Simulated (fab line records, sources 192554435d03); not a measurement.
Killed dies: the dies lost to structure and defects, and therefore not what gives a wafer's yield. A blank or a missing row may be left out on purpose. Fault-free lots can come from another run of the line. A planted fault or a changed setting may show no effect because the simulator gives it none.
Which tool did it? | flow n5 finfet | 72 wafers from 24 lots sampled at 6 of the route's 1938 steps

## WHAT THE GAUGES READ, wafer by wafer
N5_BEOL_M6_CD_MEAS_28 targets a cd of 40 nm. Usual: cd nm 40.08 nm, standard deviation 0.23.
lot  | measured     | on        | cd nm (nm)        | flag
L074 | day 8 13:14  | cd sem-02 | 39.69 39.76 39.71 |
L075 | day 8 16:05  | cd sem-01 | 39.88 40.21 39.86 |
L076 | day 8 16:12  | cd sem-01 | 40.14 39.88 40.61 |
L077 | day 9 03:42  | cd sem-02 | 39.81 40.23 39.73 |
L079 | day 9 15:36  | cd sem-03 | 40.13 39.94 40.31 |
L078 | day 9 17:02  | cd sem-03 | 40.36 40.35 40.43 |
L080 | day 10 04:11 | cd sem-02 | 39.83 39.64 39.85 |
L081 | day 10 13:11 | cd sem-02 | 40.16 40.22 40.21 |
L082 | day 11 01:02 | cd sem-03 | 40.33 40.73 40.15 |
L083 | day 11 02:34 | cd sem-01 | 39.94 40.06 40.12 |
L084 | day 11 07:37 | cd sem-03 | 40.01 39.89 39.96 |
L085 | day 11 09:22 | cd sem-03 | 39.95 40.15 40.28 |
L086 | day 12 03:08 | cd sem-03 | 40.13 39.73 39.64 |
L087 | day 12 08:23 | cd sem-02 | 40.22 40.30 39.93 |
L088 | day 12 08:44 | cd sem-03 | 40.26 40.25 40.14 |
L090 | day 12 22:10 | cd sem-02 | 40.21 40.38 40.16 |
L089 | day 13 04:45 | cd sem-03 | 40.21 39.79 39.97 |
L091 | day 13 14:23 | cd sem-03 | 40.05 39.83 40.33 |
L092 | day 13 14:13 | cd sem-01 | 40.57 39.98 39.99 |
L094 | day 13 16:49 | cd sem-03 | 39.76 40.14 40.31 |
L095 | day 13 17:04 | cd sem-03 | 40.13 40.17 40.29 |
L093 | day 13 23:01 | cd sem-02 | 40.08 40.04 40.58 |
L096 | day 14 22:00 | cd sem-01 | 39.83 39.69 40.35 |
L097 | day 15 09:26 | cd sem-03 | 40.21 39.98 40.02 |

N5_BEOL_M6_INSPECT_30: inspects for defects (brightfield). Usual: raw defect count 422, standard deviation 86.
lot  | measured     | on                | raw defect count | flag
L074 | day 8 13:19  | defect inspect-02 | 473 477 576      |
L075 | day 8 16:11  | defect inspect-02 | 467 475 459      |
L076 | day 8 16:17  | defect inspect-01 | 428 398 365      |
L077 | day 9 03:47  | defect inspect-02 | 485 319 423      |
L079 | day 9 15:41  | defect inspect-01 | 453 596 711      |
L078 | day 9 17:08  | defect inspect-01 | 478 395 362      |
L080 | day 10 04:16 | defect inspect-01 | 590 562 550      |
L081 | day 10 13:16 | defect inspect-01 | 479 327 352      |
L082 | day 11 01:08 | defect inspect-02 | 414 459 400      |
L083 | day 11 02:40 | defect inspect-02 | 350 395 483      |
L084 | day 11 07:42 | defect inspect-02 | 505 395 618      |
L085 | day 11 09:28 | defect inspect-02 | 444 333 277      |
L086 | day 12 03:13 | defect inspect-02 | 419 382 421      |
L087 | day 12 08:29 | defect inspect-02 | 424 378 420      |
L088 | day 12 08:49 | defect inspect-02 | 310 480 310      |
L090 | day 12 22:16 | defect inspect-02 | 359 215 265      |
L089 | day 13 04:50 | defect inspect-02 | 435 318 297      |
L091 | day 13 14:44 | defect inspect-02 | 500 404 341      |
L092 | day 13 14:20 | defect inspect-02 | 421 483 462      |
L094 | day 13 16:55 | defect inspect-02 | 409 358 358      |
L095 | day 13 17:10 | defect inspect-02 | 354 326 517      |
L093 | day 13 23:12 | defect inspect-02 | 452 445 345      |
L096 | day 14 22:05 | defect inspect-01 | 456 376 561      |
L097 | day 15 09:32 | defect inspect-02 | 403 444 364      |

## TOOL THAT RAN EACH LOT (tool first, then ch and the chambers of the sampled wafers, then the start)
lot  | N5_BEOL_M5_ANNEAL_82         | N5_BEOL_M5_ANNEAL_84         | N5_BEOL_M5_PRE_CLEAN_77          | N5_BEOL_M6_STRIP_67
L074 | pvd sputter-02, day 8 02:46  | pvd sputter-02, day 8 03:52  | cvd co-02 ch 1,2, day 8 06:47    | rie diel-02 ch 1,3, day 8 12:43
L075 | pvd sputter-03, day 8 07:32  | pvd sputter-03, day 8 08:37  | cvd co-02 ch 0,2, day 8 12:13    | rie diel-02 ch 1,2,3, day 8 14:47
L076 | pvd sputter-01, day 8 09:05  | pvd sputter-01, day 8 10:10  | cvd co-02 ch 0,1,2, day 8 13:06  | rie diel-04 ch 0,1,2, day 8 15:37
L077 | pvd sputter-03, day 8 17:01  | pvd sputter-03, day 8 18:06  | cvd co-01 ch 0,2, day 8 21:02    | rie diel-02 ch 0,1,2, day 9 00:43
L079 | pvd sputter-02, day 9 05:44  | pvd sputter-02, day 9 06:49  | cvd co-02 ch 0,1,2, day 9 09:45  | rie diel-04 ch 1,3, day 9 14:31
L078 | pvd sputter-02, day 9 10:10  | pvd sputter-02, day 9 11:15  | cvd co-02 ch 0,1,2, day 9 14:10  | rie diel-04 ch 0,1,2, day 9 16:11
L080 | pvd sputter-01, day 9 18:37  | pvd sputter-01, day 9 19:42  | cvd co-02 ch 0,1,2, day 9 22:49  | rie diel-01 ch 0,2,3, day 10 03:10
L081 | pvd sputter-01, day 10 06:04 | pvd sputter-01, day 10 07:08 | cvd co-02 ch 0,2, day 10 10:04   | rie diel-01 ch 1,2,3, day 10 12:04
L082 | pvd sputter-01, day 10 14:22 | pvd sputter-01, day 10 15:27 | cvd co-02 ch 0,1,2, day 10 18:23 | rie diel-01 ch 0,2,3, day 10 21:28
L083 | pvd sputter-02, day 10 17:26 | pvd sputter-02, day 10 18:31 | cvd co-01 ch 0, day 10 21:27     | rie diel-04 ch 0,1, day 11 01:51
L084 | pvd sputter-01, day 10 23:20 | pvd sputter-01, day 11 00:25 | cvd co-01 ch 0,2, day 11 03:25   | rie diel-02 ch 0,1,2, day 11 06:57
L085 | pvd sputter-03, day 11 02:03 | pvd sputter-03, day 11 03:08 | cvd co-01 ch 0,2, day 11 06:15   | rie diel-04 ch 1,2,3, day 11 08:32
L086 | pvd sputter-01, day 11 17:16 | pvd sputter-01, day 11 18:20 | cvd co-01 ch 0,1, day 11 21:33   | rie diel-02 ch 0,3, day 12 01:22
L087 | pvd sputter-03, day 12 00:32 | pvd sputter-03, day 12 01:37 | cvd co-01 ch 0,1, day 12 04:32   | rie diel-01 ch 1,2, day 12 07:25
L088 | pvd sputter-01, day 12 00:44 | pvd sputter-01, day 12 01:49 | cvd co-02 ch 0,1,2, day 12 04:44 | rie diel-01 ch 1,2, day 12 08:01
L090 | pvd sputter-01, day 12 14:44 | pvd sputter-01, day 12 15:49 | cvd co-02 ch 0,1,2, day 12 18:47 | rie diel-01 ch 0,2,3, day 12 21:22
L089 | pvd sputter-03, day 12 17:41 | pvd sputter-03, day 12 18:46 | cvd co-01 ch 1,2, day 12 22:08   | rie diel-01 ch 2,3, day 13 01:00
L091 | pvd sputter-02, day 13 01:47 | pvd sputter-02, day 13 02:52 | cvd co-01 ch 0,1, day 13 05:48   | rie diel-02 ch 0,1,2, day 13 11:40
L092 | pvd sputter-03, day 13 07:14 | pvd sputter-03, day 13 08:19 | cvd co-01 ch 0,2, day 13 11:14   | rie diel-01 ch 0,2,3, day 13 13:35
L094 | pvd sputter-02, day 13 08:41 | pvd sputter-02, day 13 09:47 | cvd co-02 ch 0,2, day 13 12:47   | rie diel-01 ch 0,2,3, day 13 16:17
L095 | pvd sputter-01, day 13 08:42 | pvd sputter-01, day 13 09:47 | cvd co-01 ch 0,1,2, day 13 12:59 | rie diel-02 ch 0,1,2, day 13 16:19
L093 | pvd sputter-01, day 13 14:01 | pvd sputter-01, day 13 15:07 | cvd co-02 ch 0,1, day 13 20:14   | rie diel-01 ch 0,2,3, day 13 22:19
L096 | pvd sputter-03, day 14 13:41 | pvd sputter-03, day 14 14:46 | cvd co-01 ch 0,1, day 14 17:47   | rie diel-02 ch 2,3, day 14 20:41
L097 | pvd sputter-02, day 14 19:19 | pvd sputter-02, day 14 20:24 | cvd co-02 ch 2, day 14 23:20     | rie diel-04 ch 2,3, day 15 04:58
- N5_BEOL_M5_ANNEAL_82: time 1800 s.
- N5_BEOL_M5_ANNEAL_84: time 1800 s.
- N5_BEOL_M5_PRE_CLEAN_77: time 15 s.
- N5_BEOL_M6_STRIP_67: strips in CF4.

## WHAT THE TOOLS THEMSELVES READ (means of the sampled wafers that have a number; where no wafer has one, the mark that the record gives instead)
N5_BEOL_M5_ANNEAL_82. Usual: heater power w 826 W, standard deviation 97.
lot  | tool           | heater power w (W) | flag
L074 | pvd sputter-02 | 832                |
L075 | pvd sputter-03 | 892                |
L076 | pvd sputter-01 | 852                |
L077 | pvd sputter-03 | 751                |
L079 | pvd sputter-02 | 832                |
L078 | pvd sputter-02 | 866                |
L080 | pvd sputter-01 | 825                |
L081 | pvd sputter-01 | 783                |
L082 | pvd sputter-01 | 840                |
L083 | pvd sputter-02 | 832                |
L084 | pvd sputter-01 | 873                |
L085 | pvd sputter-03 | 822                |
L086 | pvd sputter-01 | 823                |
L087 | pvd sputter-03 | 816                |
L088 | pvd sputter-01 | 787                |
L090 | pvd sputter-01 | 825                |
L089 | pvd sputter-03 | 821                |
L091 | pvd sputter-02 | 840                |
L092 | pvd sputter-03 | 892                |
L094 | pvd sputter-02 | 839                |
L095 | pvd sputter-01 | 858                |
L093 | pvd sputter-01 | 818                |
L096 | pvd sputter-03 | 823                |
L097 | pvd sputter-02 | 815                |

N5_BEOL_M5_ANNEAL_84. Usual: heater power w 826 W, standard deviation 96.
lot  | tool           | heater power w (W) | flag
L074 | pvd sputter-02 | 839                |
L075 | pvd sputter-03 | 881                |
L076 | pvd sputter-01 | 862                |
L077 | pvd sputter-03 | 746                |
L079 | pvd sputter-02 | 839                |
L078 | pvd sputter-02 | 858                |
L080 | pvd sputter-01 | 822                |
L081 | pvd sputter-01 | 773                |
L082 | pvd sputter-01 | 842                |
L083 | pvd sputter-02 | 824                |
L084 | pvd sputter-01 | 872                |
L085 | pvd sputter-03 | 801                |
L086 | pvd sputter-01 | 841                |
L087 | pvd sputter-03 | 824                |
L088 | pvd sputter-01 | 787                |
L090 | pvd sputter-01 | 815                |
L089 | pvd sputter-03 | 817                |
L091 | pvd sputter-02 | 850                |
L092 | pvd sputter-03 | 892                |
L094 | pvd sputter-02 | 855                |
L095 | pvd sputter-01 | 834                |
L093 | pvd sputter-01 | 832                |
L096 | pvd sputter-03 | 827                |
L097 | pvd sputter-02 | 820                |

N5_BEOL_M5_PRE_CLEAN_77. Usual: heater power w 96 W, standard deviation 27.
lot  | tool      | heater power w (W) | flag
L074 | cvd co-02 | 78                 |
L075 | cvd co-02 | 96                 |
L076 | cvd co-02 | 88                 |
L077 | cvd co-01 | 128                |
L079 | cvd co-02 | 88                 |
L078 | cvd co-02 | 88                 |
L080 | cvd co-02 | 88                 |
L081 | cvd co-02 | 99                 |
L082 | cvd co-02 | 88                 |
L083 | cvd co-01 | 92                 |
L084 | cvd co-01 | 109                |
L085 | cvd co-01 | 127                |
L086 | cvd co-01 | 73                 |
L087 | cvd co-01 | 72                 |
L088 | cvd co-02 | 88                 |
L090 | cvd co-02 | 88                 |
L089 | cvd co-01 | 119                |
L091 | cvd co-01 | 83                 |
L092 | cvd co-01 | 109                |
L094 | cvd co-02 | 98                 |
L095 | cvd co-01 | 100                |
L093 | cvd co-02 | 102                |
L096 | cvd co-01 | 73                 |
L097 | cvd co-02 | 73                 |

N5_BEOL_M6_STRIP_67. Usual: drypump motor current A 5.6 A, standard deviation 0.44; oes product au 0.82 a.u., standard deviation 0.073; rf vpp V 271.3 V, standard deviation 1.4; showerhead plenum p Torr 1.80 Torr, standard deviation 0.044; throttle valve pct 13.37 %, standard deviation 0.24.
lot  | tool        | drypump motor current A (A) | oes product au (a.u.) | rf vpp V (V) | showerhead plenum p Torr (Torr) | throttle valve pct (%) | flag
L074 | rie diel-02 | 5.6                         | 0.78                  | 270.8        | 1.75                            | 13.32                  |
L075 | rie diel-02 | 5.9                         | 0.80                  | 270.4        | 1.76                            | 13.31                  |
L076 | rie diel-04 | 5.3                         | 0.90                  | 272.7        | 1.83                            | 13.31                  |
L077 | rie diel-02 | 5.9                         | 0.86                  | 270.6        | 1.76                            | 13.32                  |
L079 | rie diel-04 | 5.5                         | 0.95                  | 272.7        | 1.86                            | 13.31                  |
L078 | rie diel-04 | 5.3                         | 0.88                  | 272.2        | 1.83                            | 13.35                  |
L080 | rie diel-01 | 5.3                         | 0.79                  | 272.2        | 1.82                            | 13.39                  |
L081 | rie diel-01 | 5.3                         | 0.84                  | 271.5        | 1.81                            | 13.18                  |
L082 | rie diel-01 | 5.3                         | 0.77                  | 271.6        | 1.82                            | 13.39                  |
L083 | rie diel-04 | 5.6                         | 0.88                  | 272.3        | 1.83                            | 13.52                  |
L084 | rie diel-02 | 5.9                         | 0.84                  | 269.8        | 1.75                            | 13.34                  |
L085 | rie diel-04 | 5.3                         | 0.87                  | 272.6        | 1.84                            | 13.29                  |
L086 | rie diel-02 | 6.2                         | 0.81                  | 270.3        | 1.76                            | 13.74                  |
L087 | rie diel-01 | 5.6                         | 0.84                  | 271.8        | 1.81                            | 13.30                  |
L088 | rie diel-01 | 5.5                         | 0.84                  | 272.5        | 1.82                            | 13.19                  |
L090 | rie diel-01 | 5.3                         | 0.76                  | 271.3        | 1.81                            | 13.44                  |
L089 | rie diel-01 | 5.3                         | 0.80                  | 272.2        | 1.80                            | 13.37                  |
L091 | rie diel-02 | 5.9                         | 0.82                  | 269.9        | 1.75                            | 13.39                  |
L092 | rie diel-01 | 5.3                         | 0.75                  | 271.1        | 1.81                            | 13.44                  |
L094 | rie diel-01 | 5.4                         | 0.75                  | 271.8        | 1.81                            | 13.45                  |
L095 | rie diel-02 | 5.9                         | 0.81                  | 269.3        | 1.75                            | 13.39                  |
L093 | rie diel-01 | 5.3                         | 0.75                  | 271.3        | 1.81                            | 13.46                  |
L096 | rie diel-02 | 6.1                         | 0.77                  | 269.5        | 1.75                            | 13.44                  |
L097 | rie diel-04 | 5.1                         | 0.82                  | 271.1        | 1.80                            | 13.27                  |

## THE ANSWER, worked out from the rows above alone
Rule: take the mean of a lot's wafers that have a number; if it is more than 3 standard deviations from the usual mean, the lot is off. Also off: a lot with no number at a reading for which 4 or more lots have one. The other lots that the step has rows for count as sound. Order of review: gauges by route order, followed by the tools' own readings, for which a lot's mean as printed above is used. At the first step where some lot is off, the reading lying furthest off is the one used; lots without a number count as furthest.
Nothing can be told from this: no lot is off at any reading shown.

## WHAT THE SIMULATOR HAD PUT IN
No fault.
